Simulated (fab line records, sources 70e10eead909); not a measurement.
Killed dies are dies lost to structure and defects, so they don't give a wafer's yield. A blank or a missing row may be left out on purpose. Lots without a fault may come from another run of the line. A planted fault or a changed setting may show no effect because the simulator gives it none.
Which tool did it? | flow nand_harc | 24 lots, 72 wafers sampled, at 6 steps of a route of 1302

WHAT THE GAUGES READ, wafer by wafer
NHARC_P_M0_CD_MEAS_16. Usual: cd_nm 89.8 nm, standard deviation 0.84.
lot  | measured     | on        | cd_nm (nm)     | flag
L074 | day 6 02:36  | cd_sem-01 | 90.1 89.0 88.7 |
L075 | day 6 08:31  | cd_sem-01 | 91.3 90.2 91.1 |
L076 | day 6 21:58  | cd_sem-01 | 89.6 90.3 89.5 |
L077 | day 7 05:57  | cd_sem-01 | 90.5 90.6 90.1 |
L078 | day 7 17:32  | cd_sem-03 | 89.5 90.7 90.1 |
L079 | day 8 01:03  | cd_sem-03 | 88.6 88.7 90.5 |
L080 | day 8 12:42  | cd_sem-03 | 90.0 88.9 89.4 |
L081 | day 9 05:06  | cd_sem-01 | 89.7 91.0 90.6 |
L082 | day 9 10:44  | cd_sem-01 | 90.1 89.6 89.8 |
L083 | day 10 09:16 | cd_sem-02 | 90.9 90.2 91.4 |
L085 | day 10 15:46 | cd_sem-01 | 89.4 89.8 90.3 |
L084 | day 10 17:44 | cd_sem-02 | 90.8 89.4 90.3 |
L086 | day 10 23:36 | cd_sem-02 | 88.9 88.8 88.4 |
L088 | day 12 00:32 | cd_sem-03 | 90.6 90.4 90.8 |
L087 | day 12 01:22 | cd_sem-02 | 91.1 89.3 90.5 |
L089 | day 12 05:44 | cd_sem-01 | 89.8 89.1 89.4 |
L090 | day 12 21:29 | cd_sem-01 | 89.6 89.7 90.1 |
L091 | day 12 23:34 | cd_sem-01 | 88.9 89.3 90.7 |
L092 | day 13 11:18 | cd_sem-03 | 88.0 88.0 89.1 |
L093 | day 13 21:55 | cd_sem-02 | 90.3 89.5 90.0 |
L094 | day 14 11:38 | cd_sem-02 | 88.6 87.9 89.3 |
L095 | day 14 23:06 | cd_sem-01 | 88.4 89.2 88.6 |
L096 | day 15 04:58 | cd_sem-02 | 91.0 89.6 89.1 |
L097 | day 15 12:35 | cd_sem-03 | 88.9 89.2 88.6 |

NHARC_P_M1_OVL_MEAS_10: pitch 260 nm. Usual: overlay_x_nm 0.0 nm, standard deviation 0.82; overlay_y_nm 0.0 nm, standard deviation 0.8.
lot  | measured     | on         | overlay_x_nm (nm) | overlay_y_nm (nm) | flag
L074 | day 6 06:09  | overlay-02 | -0.2 -0.4 -0.5    | -0.5 -0.2 -0.3    |
L075 | day 6 12:04  | overlay-01 | -0.8 -0.2 -0.5    | 1.1 1.4 1.1       |
L076 | day 7 01:47  | overlay-02 | -0.9 -0.9 -1.0    | -0.3 0.5 -0.2     |
L077 | day 7 09:37  | overlay-02 | -0.6 -0.6 -0.7    | 0.3 -0.5 -0.3     |
L078 | day 7 21:22  | overlay-01 | -2.0 -1.8 -1.6    | 0.5 -0.1 0.4      |
L079 | day 8 04:43  | overlay-01 | 0.5 0.8 0.5       | 0.0 -0.2 -0.2     |
L080 | day 8 16:43  | overlay-01 | -0.5 -0.4 -0.4    | 0.8 1.5 0.6       |
L081 | day 9 08:46  | overlay-01 | 0.7 0.8 0.8       | -0.7 -1.0 -0.8    |
L082 | day 9 14:29  | overlay-02 | 0.2 0.0 0.1       | 0.6 0.8 0.9       |
L083 | day 10 12:56 | overlay-01 | -1.2 -0.5 -1.1    | -1.5 -0.9 -1.0    |
L085 | day 10 19:20 | overlay-02 | 0.9 1.4 0.5       | 0.3 -0.6 -0.4     |
L084 | day 10 21:16 | overlay-02 | 0.3 0.6 0.6       | 1.3 1.2 0.9       |
L086 | day 11 03:26 | overlay-02 | 0.5 -0.1 0.7      | -0.6 -0.7 0.2     |
L088 | day 12 04:11 | overlay-02 | -0.1 -0.1 -0.7    | -0.8 -0.8 -0.4    |
L087 | day 12 05:34 | overlay-01 | -1.2 -0.7 -0.9    | -0.7 -0.6 -0.5    |
L089 | day 12 09:41 | overlay-01 | -0.3 -0.2 -0.7    | -0.6 -0.8 -0.5    |
L090 | day 13 01:09 | overlay-01 | 0.8 0.3 0.3       | 0.9 1.6 1.2       |
L091 | day 13 03:14 | overlay-01 | 1.3 1.8 1.7       | -1.1 -1.3 -1.1    |
L092 | day 13 14:58 | overlay-01 | 0.6 1.1 0.7       | 0.4 0.1 0.2       |
L093 | day 14 01:33 | overlay-01 | -0.2 0.1 0.5      | 0.7 1.1 0.3       |
L094 | day 14 15:10 | overlay-01 | 0.7 0.8 0.8       | -0.7 -0.1 -0.4    |
L095 | day 15 02:49 | overlay-02 | -0.8 -0.5 -0.6    | -1.2 -1.2 -1.1    |
L096 | day 15 08:37 | overlay-01 | 0.1 -0.3 0.6      | 0.5 0.8 0.2       |
L097 | day 15 16:15 | overlay-01 | 0.2 0.3 0.0       | 0.4 0.7 0.4       |

NHARC_P_M1_INSPECT_11. Usual: raw_defect_count 4.2, standard deviation 2.6.
lot  | measured     | on                | raw_defect_count | flag
L074 | day 6 06:11  | defect_inspect-01 | 6 2 6            |
L075 | day 6 12:06  | defect_inspect-01 | 3 2 6            |
L076 | day 7 01:49  | defect_inspect-02 | 4 3 1            |
L077 | day 7 09:39  | defect_inspect-01 | 7 4 3            |
L078 | day 7 21:24  | defect_inspect-02 | 3 2 1            |
L079 | day 8 04:45  | defect_inspect-02 | 6 8 6            |
L080 | day 8 16:45  | defect_inspect-01 | 4 5 3            |
L081 | day 9 08:48  | defect_inspect-02 | 1 2 4            |
L082 | day 9 14:31  | defect_inspect-01 | 9 3 6            |
L083 | day 10 12:58 | defect_inspect-01 | 2 1 3            |
L085 | day 10 19:22 | defect_inspect-02 | 4 2 4            |
L084 | day 10 21:19 | defect_inspect-01 | 1 4 4            |
L086 | day 11 03:28 | defect_inspect-01 | 6 10 11          |
L088 | day 12 04:13 | defect_inspect-02 | 13 8 7           |
L087 | day 12 05:36 | defect_inspect-02 | 10 7 10          |
L089 | day 12 09:43 | defect_inspect-01 | 1 8 0            |
L090 | day 13 01:12 | defect_inspect-01 | 5 4 8            |
L091 | day 13 03:16 | defect_inspect-01 | 4 1 1            |
L092 | day 13 15:01 | defect_inspect-01 | 3 3 7            |
L093 | day 14 01:35 | defect_inspect-02 | 2 5 3            |
L094 | day 14 15:12 | defect_inspect-01 | 7 3 5            |
L095 | day 15 02:51 | defect_inspect-02 | 2 3 5            |
L096 | day 15 08:40 | defect_inspect-02 | 2 2 1            |
L097 | day 15 16:17 | defect_inspect-01 | 4 2 1            |

WHICH TOOL RAN EACH LOT (tool, then ch and the chambers of the sampled wafers, then the start)
lot  | NHARC_P_GATE_STRIP_75                | NHARC_P_GATE_RTA_64              | NHARC_P_CONTACT_ALD_22
L074 | plasma_asher-01 ch 0,1, day 5 14:13  | rtp_anneal-01 ch 0, day 5 18:32  | ald_metal-03 ch 2,3, day 5 23:25
L075 | plasma_asher-02 ch 0, day 5 20:32    | rtp_anneal-01 ch 0, day 6 01:01  | ald_metal-02 ch 0,1, day 6 05:55
L076 | plasma_asher-01 ch 0,1, day 6 09:25  | rtp_anneal-01 ch 0, day 6 13:53  | ald_metal-03 ch 0,2, day 6 18:52
L077 | plasma_asher-01 ch 0,1, day 6 17:57  | rtp_anneal-01 ch 0, day 6 22:29  | ald_metal-03 ch 1,2, day 7 03:19
L078 | plasma_asher-01 ch 0, day 7 05:46    | rtp_anneal-01 ch 0, day 7 10:08  | ald_metal-04 ch 0,3, day 7 15:02
L079 | plasma_asher-01 ch 0,1, day 7 12:50  | rtp_anneal-02 ch 0, day 7 17:22  | ald_metal-04 ch 0,3, day 7 22:13
L080 | plasma_asher-02 ch 0,1, day 8 00:42  | rtp_anneal-02 ch 0, day 8 05:08  | ald_metal-04 ch 0,1,2, day 8 10:06
L081 | plasma_asher-01 ch 0,1, day 8 16:55  | rtp_anneal-01 ch 0, day 8 21:33  | ald_metal-03 ch 0,1,3, day 9 02:20
L082 | plasma_asher-01 ch 0,1, day 8 22:19  | rtp_anneal-02 ch 0, day 9 02:47  | ald_metal-04 ch 0,1, day 9 08:05
L083 | plasma_asher-02 ch 0,1, day 9 21:34  | rtp_anneal-01 ch 0, day 10 01:50 | ald_metal-03 ch 1,2,3, day 10 06:40
L085 | plasma_asher-02 ch 0,1, day 10 03:47 | rtp_anneal-02 ch 0, day 10 08:20 | ald_metal-04 ch 0,2,3, day 10 13:12
L084 | plasma_asher-02 ch 0,1, day 10 05:48 | rtp_anneal-01 ch 0, day 10 10:21 | ald_metal-02 ch 0,3, day 10 15:13
L086 | plasma_asher-02 ch 0,1, day 10 11:37 | rtp_anneal-02 ch 0, day 10 16:01 | ald_metal-02 ch 0,1,3, day 10 20:57
L088 | plasma_asher-01 ch 0,1, day 11 12:37 | rtp_anneal-01 ch 0, day 11 17:04 | ald_metal-03 ch 1,3, day 11 22:02
L087 | plasma_asher-01 ch 0,1, day 11 12:59 | rtp_anneal-01 ch 0, day 11 17:52 | ald_metal-04 ch 0,1,2, day 11 22:43
L089 | plasma_asher-01 ch 0,1, day 11 17:47 | rtp_anneal-01 ch 0, day 11 22:07 | ald_metal-03 ch 0,2,3, day 12 02:58
L090 | plasma_asher-01 ch 0,1, day 12 09:26 | rtp_anneal-01 ch 0, day 12 14:08 | ald_metal-04 ch 1,2, day 12 18:59
L091 | plasma_asher-01 ch 0,1, day 12 10:42 | rtp_anneal-02 ch 0, day 12 15:03 | ald_metal-02 ch 0,1,2, day 12 20:17
L092 | plasma_asher-02 ch 0,1, day 12 23:11 | rtp_anneal-01 ch 0, day 13 03:47 | ald_metal-03 ch 0,1,3, day 13 08:39
L093 | plasma_asher-01 ch 0,1, day 13 09:51 | rtp_anneal-02 ch 0, day 13 14:11 | ald_metal-03 ch 0,2,3, day 13 19:10
L094 | plasma_asher-01 ch 0,1, day 13 23:47 | rtp_anneal-01 ch 0, day 14 04:08 | ald_metal-04 ch 2,3, day 14 08:58
L095 | plasma_asher-02 ch 0,1, day 14 11:11 | rtp_anneal-01 ch 0, day 14 15:35 | ald_metal-03 ch 1,2,3, day 14 20:28
L096 | plasma_asher-01 ch 0,1, day 14 17:04 | rtp_anneal-01 ch 0, day 14 21:23 | ald_metal-02 ch 0,2,3, day 15 02:21
L097 | plasma_asher-02 ch 0,1, day 15 00:13 | rtp_anneal-01 ch 0, day 15 04:53 | ald_metal-03 ch 1,2, day 15 10:06
- NHARC_P_GATE_STRIP_75: strips in O2.
- NHARC_P_GATE_RTA_64: time 1 s.
- NHARC_P_CONTACT_ALD_22: deposits TiN, target thk 3 nm, pulse time 1 s, ald cycles 150.

WHAT THE TOOLS THEMSELVES READ (means of the sampled wafers that have a number; where no wafer has one, the mark that the record gives instead)
NHARC_P_GATE_STRIP_75. Usual: drypump_motor_current_A 5.60 A, standard deviation 0.3; heater_power_w 345 W, standard deviation 37.
lot  | tool            | drypump_motor_current_A (A) | heater_power_w (W) | flag
L074 | plasma_asher-01 | 5.56                        | 321                |
L075 | plasma_asher-02 | 5.34                        | 424                |
L076 | plasma_asher-01 | 5.46                        | 330                |
L077 | plasma_asher-01 | 5.49                        | 331                |
L078 | plasma_asher-01 | 5.36                        | 332                |
L079 | plasma_asher-01 | 5.48                        | 330                |
L080 | plasma_asher-02 | 5.85                        | 369                |
L081 | plasma_asher-01 | 5.47                        | 319                |
L082 | plasma_asher-01 | 5.57                        | 327                |
L083 | plasma_asher-02 | 5.62                        | 397                |
L085 | plasma_asher-02 | 5.59                        | 393                |
L084 | plasma_asher-02 | 5.90                        | 369                |
L086 | plasma_asher-02 | 5.87                        | 379                |
L088 | plasma_asher-01 | 5.57                        | 322                |
L087 | plasma_asher-01 | 5.47                        | 320                |
L089 | plasma_asher-01 | 5.49                        | 325                |
L090 | plasma_asher-01 | 5.57                        | 325                |
L091 | plasma_asher-01 | 5.56                        | 327                |
L092 | plasma_asher-02 | 5.61                        | 399                |
L093 | plasma_asher-01 | 5.59                        | 318                |
L094 | plasma_asher-01 | 5.57                        | 321                |
L095 | plasma_asher-02 | 5.59                        | 392                |
L096 | plasma_asher-01 | 5.48                        | 319                |
L097 | plasma_asher-02 | 5.63                        | 394                |

NHARC_P_GATE_RTA_64. Usual: lamp_power_pct 37 %, standard deviation 3.2; lamp_zone_1_pct 37 %, standard deviation 3.2; lamp_zone_6_pct 37 %, standard deviation 3.2; wafer_temp_C_max 1055.0, standard deviation 0.88.
lot  | tool          | lamp_power_pct (%) | lamp_zone_1_pct (%) | lamp_zone_6_pct (%) | wafer_temp_C_max | flag
L074 | rtp_anneal-01 | 39                 | 39                  | 39                  | 1054.6           |
L075 | rtp_anneal-01 | 39                 | 39                  | 39                  | 1055.6           |
L076 | rtp_anneal-01 | 39                 | 39                  | 39                  | 1054.8           |
L077 | rtp_anneal-01 | 39                 | 39                  | 39                  | 1054.5           |
L078 | rtp_anneal-01 | 39                 | 39                  | 39                  | 1055.2           |
L079 | rtp_anneal-02 | 32                 | 32                  | 32                  | 1055.6           |
L080 | rtp_anneal-02 | 32                 | 32                  | 32                  | 1055.1           |
L081 | rtp_anneal-01 | 39                 | 39                  | 39                  | 1053.9           |
L082 | rtp_anneal-02 | 32                 | 32                  | 32                  | 1054.0           |
L083 | rtp_anneal-01 | 39                 | 39                  | 39                  | 1054.6           |
L085 | rtp_anneal-02 | 32                 | 32                  | 32                  | 1054.6           |
L084 | rtp_anneal-01 | 39                 | 39                  | 39                  | 1055.1           |
L086 | rtp_anneal-02 | 32                 | 32                  | 32                  | 1055.5           |
L088 | rtp_anneal-01 | 39                 | 39                  | 39                  | 1054.6           |
L087 | rtp_anneal-01 | 39                 | 39                  | 39                  | 1054.8           |
L089 | rtp_anneal-01 | 39                 | 39                  | 39                  | 1055.1           |
L090 | rtp_anneal-01 | 39                 | 39                  | 39                  | 1054.7           |
L091 | rtp_anneal-02 | 32                 | 32                  | 32                  | 1053.9           |
L092 | rtp_anneal-01 | 39                 | 39                  | 39                  | 1055.5           |
L093 | rtp_anneal-02 | 32                 | 32                  | 32                  | 1055.0           |
L094 | rtp_anneal-01 | 39                 | 39                  | 39                  | 1054.5           |
L095 | rtp_anneal-01 | 39                 | 39                  | 39                  | 1055.2           |
L096 | rtp_anneal-01 | 39                 | 39                  | 39                  | 1055.0           |
L097 | rtp_anneal-01 | 39                 | 39                  | 39                  | 1055.4           |

NHARC_P_CONTACT_ALD_22. Usual: heater_power_w 1019 W, standard deviation 95; precursor_pulse_height_rel 0.999, standard deviation 0.019.
lot  | tool         | heater_power_w (W) | precursor_pulse_height_rel | flag
L074 | ald_metal-03 | 1060               | 0.999                      |
L075 | ald_metal-02 | 994                | 1.015                      |
L076 | ald_metal-03 | 1080               | 0.992                      |
L077 | ald_metal-03 | 929                | 0.993                      |
L078 | ald_metal-04 | 984                | 1.017                      |
L079 | ald_metal-04 | 1061               | 0.986                      |
L080 | ald_metal-04 | 1029               | 0.984                      |
L081 | ald_metal-03 | 1036               | 0.985                      |
L082 | ald_metal-04 | 1129               | 0.995                      |
L083 | ald_metal-03 | 1029               | 0.983                      |
L085 | ald_metal-04 | 977                | 1.002                      |
L084 | ald_metal-02 | 1040               | 0.996                      |
L086 | ald_metal-02 | 1026               | 0.989                      |
L088 | ald_metal-03 | 1015               | 1.002                      |
L087 | ald_metal-04 | 1030               | 0.992                      |
L089 | ald_metal-03 | 1096               | 1.010                      |
L090 | ald_metal-04 | 1026               | 1.002                      |
L091 | ald_metal-02 | 974                | 1.015                      |
L092 | ald_metal-03 | 1029               | 0.980                      |
L093 | ald_metal-03 | 1078               | 1.018                      |
L094 | ald_metal-04 | 915                | 0.989                      |
L095 | ald_metal-03 | 1022               | 0.999                      |
L096 | ald_metal-02 | 929                | 1.008                      |
L097 | ald_metal-03 | 945                | 0.979                      |

THE ANSWER, worked out from the rows above alone
Rule: a lot is off if the mean of its wafers that have a number lies more than 3 standard deviations from the usual mean. A lot without any number at a reading at which 4 lots or more have one is off too. The other lots that the step has rows for count as sound. The gauges are gone through in route order, then the tools' own readings, and for those a lot's mean is taken as printed above. The first step at which some lot is off is used, and at that step the reading that is off furthest; a lot without a number counts as furthest.
No lot is off at any reading shown: from this, nothing can be told.

WHAT THE SIMULATOR HAD PUT IN
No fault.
